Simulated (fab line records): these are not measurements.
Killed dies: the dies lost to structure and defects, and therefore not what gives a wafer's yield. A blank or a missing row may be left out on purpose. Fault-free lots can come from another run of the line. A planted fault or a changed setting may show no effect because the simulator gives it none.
Which tool is to blame? / flow nand harc / 39 wafers from 13 lots sampled at 5 of the route's 1302 steps

== WHAT THE GAUGES SHOWED, per wafer ==
NHARC_END_SORT_01. Usual: killed at array 56, standard deviation 17; killed at other 1.2, standard deviation 1.4; killed at periphery 4, standard deviation 3.2; killed dies 61, standard deviation 16; killed open 3.6, standard deviation 2.1; killed short 2.7, standard deviation 1.8.
lot=L524; measured=day 24 19:37; on=prober-01; killed at array=49 34 44; killed at other=0 1 1; killed at periphery=3 0 2; killed dies=52 35 47; killed open=7 2 4; killed short=4 4 2; flag=
lot=L540; measured=day 31 17:58; on=prober-02; killed at array=51 43 67; killed at other=0 0 0; killed at periphery=2 2 4; killed dies=53 45 71; killed open=3 1 4; killed short=6 2 6; flag=
lot=L541; measured=day 31 19:13; on=prober-01; killed at array=74 87 74; killed at other=0 0 0; killed at periphery=8 3 14; killed dies=82 90 88; killed open=3 2 0; killed short=4 1 4; flag=
lot=L542; measured=day 32 21:46; on=prober-02; killed at array=43 28 27; killed at other=0 0 0; killed at periphery=3 4 1; killed dies=46 32 28; killed open=6 2 1; killed short=3 0 0; flag=

== EACH LOT AND THE TOOL THAT RAN IT (in order: tool; ch and the chambers of the sampled wafers; start) ==
lot=L524; NHARC_A_STAIRCASE_DEP_259=pecvd-01 ch 1,2, day 17 04:22; NHARC_A_STAIRCASE_HM_DEP_459=acl dep-02 ch 0, day 17 09:25; NHARC_A_STAIRCASE_ETCH_452=rie diel-07 ch 1,3, day 17 12:29; NHARC_A_STAIRCASE_HM_DEP_462=acl dep-01 ch 0, day 17 19:04
lot=L525; NHARC_A_STAIRCASE_DEP_259=pecvd-01 ch 0,1, day 17 05:22; NHARC_A_STAIRCASE_HM_DEP_459=acl dep-01 ch 0, day 17 09:23; NHARC_A_STAIRCASE_ETCH_452=rie diel-12 ch 0,1,2, day 17 12:46; NHARC_A_STAIRCASE_HM_DEP_462=acl dep-03 ch 0, day 17 18:58
lot=L526; NHARC_A_STAIRCASE_DEP_259=pecvd-02 ch 0,1,2, day 17 20:22; NHARC_A_STAIRCASE_HM_DEP_459=acl dep-02 ch 0, day 18 00:40; NHARC_A_STAIRCASE_ETCH_452=rie diel-08 ch 0,2, day 18 04:04; NHARC_A_STAIRCASE_HM_DEP_462=acl dep-03 ch 0, day 18 05:47
lot=L527; NHARC_A_STAIRCASE_DEP_259=pecvd-04 ch 0,1, day 18 09:32; NHARC_A_STAIRCASE_HM_DEP_459=acl dep-03 ch 0, day 18 15:20; NHARC_A_STAIRCASE_ETCH_452=rie diel-08 ch 0,2,3, day 18 18:32; NHARC_A_STAIRCASE_HM_DEP_462=acl dep-01 ch 0, day 18 21:26
lot=L530; NHARC_A_STAIRCASE_DEP_259=pecvd-01 ch 0,1, day 19 14:55; NHARC_A_STAIRCASE_HM_DEP_459=acl dep-02 ch 0, day 19 19:28; NHARC_A_STAIRCASE_ETCH_452=rie diel-08 ch 0,1,3, day 19 22:08; NHARC_A_STAIRCASE_HM_DEP_462=acl dep-01 ch 0, day 20 03:11
lot=L531; NHARC_A_STAIRCASE_DEP_259=pecvd-02 ch 0,1,2, day 19 20:27; NHARC_A_STAIRCASE_HM_DEP_459=acl dep-02 ch 0, day 20 02:53; NHARC_A_STAIRCASE_ETCH_452=rie diel-08 ch 1,2, day 20 06:11; NHARC_A_STAIRCASE_HM_DEP_462=acl dep-01 ch 0, day 20 08:53
lot=L540; NHARC_A_STAIRCASE_DEP_259=pecvd-02 ch 0,1,2, day 23 19:07; NHARC_A_STAIRCASE_HM_DEP_459=acl dep-02 ch 0, day 24 01:18; NHARC_A_STAIRCASE_ETCH_452=rie diel-08 ch 0,1,2, day 24 04:37; NHARC_A_STAIRCASE_HM_DEP_462=acl dep-02 ch 0, day 24 06:40
lot=L541; NHARC_A_STAIRCASE_DEP_259=pecvd-01 ch 1,2, day 23 19:41; NHARC_A_STAIRCASE_HM_DEP_459=acl dep-03 ch 0, day 24 01:52; NHARC_A_STAIRCASE_ETCH_452=rie diel-07 ch 1,3, day 24 04:57; NHARC_A_STAIRCASE_HM_DEP_462=acl dep-03 ch 0, day 24 06:58
lot=L542; NHARC_A_STAIRCASE_DEP_259=pecvd-02 ch 1,2, day 24 10:07; NHARC_A_STAIRCASE_HM_DEP_459=acl dep-02 ch 0, day 24 18:37; NHARC_A_STAIRCASE_ETCH_452=rie diel-12 ch 0,2, day 24 21:45; NHARC_A_STAIRCASE_HM_DEP_462=acl dep-03 ch 0, day 24 23:46
lot=L543; NHARC_A_STAIRCASE_DEP_259=pecvd-04 ch 1,2, day 24 17:41; NHARC_A_STAIRCASE_HM_DEP_459=acl dep-01 ch 0, day 24 22:05; NHARC_A_STAIRCASE_ETCH_452=rie diel-08 ch 0,1, day 25 01:10; NHARC_A_STAIRCASE_HM_DEP_462=acl dep-02 ch 0, day 25 03:32
lot=L545; NHARC_A_STAIRCASE_DEP_259=pecvd-01 ch 1,2, day 25 10:00; NHARC_A_STAIRCASE_HM_DEP_459=acl dep-03 ch 0, day 25 13:54; NHARC_A_STAIRCASE_ETCH_452=rie diel-08 ch 0,1,2, day 25 17:28; NHARC_A_STAIRCASE_HM_DEP_462=acl dep-02 ch 0, day 25 19:24
lot=L544; NHARC_A_STAIRCASE_DEP_259=pecvd-02 ch 0,1, day 25 11:50; NHARC_A_STAIRCASE_HM_DEP_459=acl dep-01 ch 0, day 25 16:20; NHARC_A_STAIRCASE_ETCH_452=rie diel-12 ch 0,3, day 25 19:13; NHARC_A_STAIRCASE_HM_DEP_462=acl dep-03 ch 0, day 25 21:45
lot=L546; NHARC_A_STAIRCASE_DEP_259=pecvd-02 ch 0,1, day 26 14:58; NHARC_A_STAIRCASE_HM_DEP_459=acl dep-01 ch 0, day 26 23:02; NHARC_A_STAIRCASE_ETCH_452=rie diel-07 ch 2,3, day 27 02:20; NHARC_A_STAIRCASE_HM_DEP_462=acl dep-01 ch 0, day 27 11:23
- NHARC_A_STAIRCASE_DEP_259: deposits SiON, target thk 30 nm.
- NHARC_A_STAIRCASE_HM_DEP_459: deposits aC, target thk 1500 nm.
- NHARC_A_STAIRCASE_ETCH_452: etches the open film in CF4/O2, target depth 30 nm, overetch 3 nm, time 16.5 s.
- NHARC_A_STAIRCASE_HM_DEP_462: deposits aC, target thk 800 nm.

== AS READ BY THE TOOLS THEMSELVES (means over the sampled wafers that have a number; for cases with no such wafer, the mark the record gives instead) ==
NHARC_A_STAIRCASE_DEP_259. Usual: heater power outer w 469 W, standard deviation 81; heater power w 776 W, standard deviation 100.
lot=L524; tool=pecvd-01; heater power outer w (W)=402; heater power w (W)=686; flag=
lot=L525; tool=pecvd-01; heater power outer w (W)=508; heater power w (W)=804; flag=
lot=L526; tool=pecvd-02; heater power outer w (W)=489; heater power w (W)=796; flag=
lot=L527; tool=pecvd-04; heater power outer w (W)=550; heater power w (W)=861; flag=
lot=L530; tool=pecvd-01; heater power outer w (W)=438; heater power w (W)=736; flag=
lot=L531; tool=pecvd-02; heater power outer w (W)=478; heater power w (W)=784; flag=
lot=L540; tool=pecvd-02; heater power outer w (W)=465; heater power w (W)=772; flag=
lot=L541; tool=pecvd-01; heater power outer w (W)=365; heater power w (W)=628; flag=
lot=L542; tool=pecvd-02; heater power outer w (W)=508; heater power w (W)=791; flag=
lot=L543; tool=pecvd-04; heater power outer w (W)=566; heater power w (W)=914; flag=
lot=L545; tool=pecvd-01; heater power outer w (W)=369; heater power w (W)=660; flag=
lot=L544; tool=pecvd-02; heater power outer w (W)=465; heater power w (W)=798; flag=
lot=L546; tool=pecvd-02; heater power outer w (W)=468; heater power w (W)=802; flag=

NHARC_A_STAIRCASE_HM_DEP_459. Usual: throttle valve pct reads 35.000 % (standard deviation 0.0093).
lot=L524; tool=acl dep-02; throttle valve pct (%)=34.997; flag=
lot=L525; tool=acl dep-01; throttle valve pct (%)=35.006; flag=
lot=L526; tool=acl dep-02; throttle valve pct (%)=35.001; flag=
lot=L527; tool=acl dep-03; throttle valve pct (%)=34.994; flag=
lot=L530; tool=acl dep-02; throttle valve pct (%)=35.002; flag=
lot=L531; tool=acl dep-02; throttle valve pct (%)=34.999; flag=
lot=L540; tool=acl dep-02; throttle valve pct (%)=34.997; flag=
lot=L541; tool=acl dep-03; throttle valve pct (%)=35.001; flag=
lot=L542; tool=acl dep-02; throttle valve pct (%)=34.989; flag=
lot=L543; tool=acl dep-01; throttle valve pct (%)=34.989; flag=
lot=L545; tool=acl dep-03; throttle valve pct (%)=35.000; flag=
lot=L544; tool=acl dep-01; throttle valve pct (%)=35.006; flag=
lot=L546; tool=acl dep-01; throttle valve pct (%)=34.999; flag=

NHARC_A_STAIRCASE_ETCH_452. Usual: for bias w, 99.98 W with a standard deviation of 0.29; for cf4 flow sccm, 80.01 sccm with a standard deviation of 0.24; for drypump motor current A, 5.8 A with a standard deviation of 0.36; for oes product au, 0.998 a.u. with a standard deviation of 0.011; for rf vpp V, 197.5 V with a standard deviation of 1.4; for showerhead plenum p Torr, 1.32 Torr with a standard deviation of 0.05; for throttle valve pct, 13.397 % with a standard deviation of 0.0087.
lot=L524; tool=rie diel-07; bias w (W)=100.13; cf4 flow sccm (sccm)=80.22; drypump motor current A (A)=5.3; oes product au (a.u.)=0.998; rf vpp V (V)=196.4; showerhead plenum p Torr (Torr)=1.27; throttle valve pct (%)=13.405; flag=
lot=L525; tool=rie diel-12; bias w (W)=100.16; cf4 flow sccm (sccm)=79.79; drypump motor current A (A)=5.7; oes product au (a.u.)=0.988; rf vpp V (V)=197.4; showerhead plenum p Torr (Torr)=1.32; throttle valve pct (%)=13.400; flag=
lot=L526; tool=rie diel-08; bias w (W)=99.93; cf4 flow sccm (sccm)=79.45; drypump motor current A (A)=5.8; oes product au (a.u.)=0.985; rf vpp V (V)=196.6; showerhead plenum p Torr (Torr)=1.28; throttle valve pct (%)=13.391; flag=
lot=L527; tool=rie diel-08; bias w (W)=100.14; cf4 flow sccm (sccm)=80.07; drypump motor current A (A)=6.0; oes product au (a.u.)=0.996; rf vpp V (V)=197.3; showerhead plenum p Torr (Torr)=1.33; throttle valve pct (%)=13.407; flag=
lot=L530; tool=rie diel-08; bias w (W)=-; cf4 flow sccm (sccm)=-; drypump motor current A (A)=-; oes product au (a.u.)=-; rf vpp V (V)=-; showerhead plenum p Torr (Torr)=-; throttle valve pct (%)=-; flag=OFF
lot=L531; tool=rie diel-08; bias w (W)=-; cf4 flow sccm (sccm)=-; drypump motor current A (A)=-; oes product au (a.u.)=-; rf vpp V (V)=-; showerhead plenum p Torr (Torr)=-; throttle valve pct (%)=-; flag=OFF
lot=L540; tool=rie diel-08; bias w (W)=99.80; cf4 flow sccm (sccm)=79.81; drypump motor current A (A)=5.7; oes product au (a.u.)=1.006; rf vpp V (V)=198.4; showerhead plenum p Torr (Torr)=1.36; throttle valve pct (%)=13.404; flag=
lot=L541; tool=rie diel-07; bias w (W)=99.66; cf4 flow sccm (sccm)=79.97; drypump motor current A (A)=5.8; oes product au (a.u.)=1.004; rf vpp V (V)=196.8; showerhead plenum p Torr (Torr)=1.27; throttle valve pct (%)=13.391; flag=
lot=L542; tool=rie diel-12; bias w (W)=99.98; cf4 flow sccm (sccm)=80.02; drypump motor current A (A)=5.8; oes product au (a.u.)=0.999; rf vpp V (V)=197.4; showerhead plenum p Torr (Torr)=1.31; throttle valve pct (%)=13.403; flag=
lot=L543; tool=rie diel-08; bias w (W)=100.10; cf4 flow sccm (sccm)=80.11; drypump motor current A (A)=5.7; oes product au (a.u.)=1.015; rf vpp V (V)=198.3; showerhead plenum p Torr (Torr)=1.39; throttle valve pct (%)=13.398; flag=
lot=L545; tool=rie diel-08; bias w (W)=99.91; cf4 flow sccm (sccm)=80.08; drypump motor current A (A)=5.7; oes product au (a.u.)=0.992; rf vpp V (V)=198.3; showerhead plenum p Torr (Torr)=1.36; throttle valve pct (%)=13.401; flag=
lot=L544; tool=rie diel-12; bias w (W)=99.87; cf4 flow sccm (sccm)=79.90; drypump motor current A (A)=5.9; oes product au (a.u.)=1.000; rf vpp V (V)=197.7; showerhead plenum p Torr (Torr)=1.31; throttle valve pct (%)=13.394; flag=
lot=L546; tool=rie diel-07; bias w (W)=100.08; cf4 flow sccm (sccm)=79.98; drypump motor current A (A)=5.6; oes product au (a.u.)=0.996; rf vpp V (V)=197.5; showerhead plenum p Torr (Torr)=1.29; throttle valve pct (%)=13.395; flag=

NHARC_A_STAIRCASE_HM_DEP_462. Usual: throttle valve pct reads 35.000 % (standard deviation 0.0083).
lot=L524; tool=acl dep-01; throttle valve pct (%)=34.994; flag=
lot=L525; tool=acl dep-03; throttle valve pct (%)=35.007; flag=
lot=L526; tool=acl dep-03; throttle valve pct (%)=35.001; flag=
lot=L527; tool=acl dep-01; throttle valve pct (%)=34.997; flag=
lot=L530; tool=acl dep-01; throttle valve pct (%)=34.992; flag=
lot=L531; tool=acl dep-01; throttle valve pct (%)=34.993; flag=
lot=L540; tool=acl dep-02; throttle valve pct (%)=35.000; flag=
lot=L541; tool=acl dep-03; throttle valve pct (%)=34.995; flag=
lot=L542; tool=acl dep-03; throttle valve pct (%)=35.000; flag=
lot=L543; tool=acl dep-02; throttle valve pct (%)=35.002; flag=
lot=L545; tool=acl dep-02; throttle valve pct (%)=34.990; flag=
lot=L544; tool=acl dep-03; throttle valve pct (%)=35.002; flag=
lot=L546; tool=acl dep-01; throttle valve pct (%)=35.003; flag=

== THE ANSWER, worked out from the rows above alone ==
Rule: a lot is off if the mean of its wafers that have a number lies more than 3 standard deviations from the usual mean. Also off: a lot with no number at a reading for which 4 or more lots have one. Any other lot the step has rows for is counted as sound. First the gauges in route order, then the tools' own readings, where a lot's mean is used as printed above. The first step at which some lot is off is used, and at that step the reading that is off furthest; a lot without a number counts as furthest.
Off: L530, L531, at NHARC_A_STAIRCASE_ETCH_452 (bias w). Without a number there: L530, L531.
If a tool, at that step or one of the process steps before it, ran each lot that is off and ran no sound lot following the first of them, it fits. None of those tried fits.

== WHAT THE SIMULATOR HAD INSERTED ==
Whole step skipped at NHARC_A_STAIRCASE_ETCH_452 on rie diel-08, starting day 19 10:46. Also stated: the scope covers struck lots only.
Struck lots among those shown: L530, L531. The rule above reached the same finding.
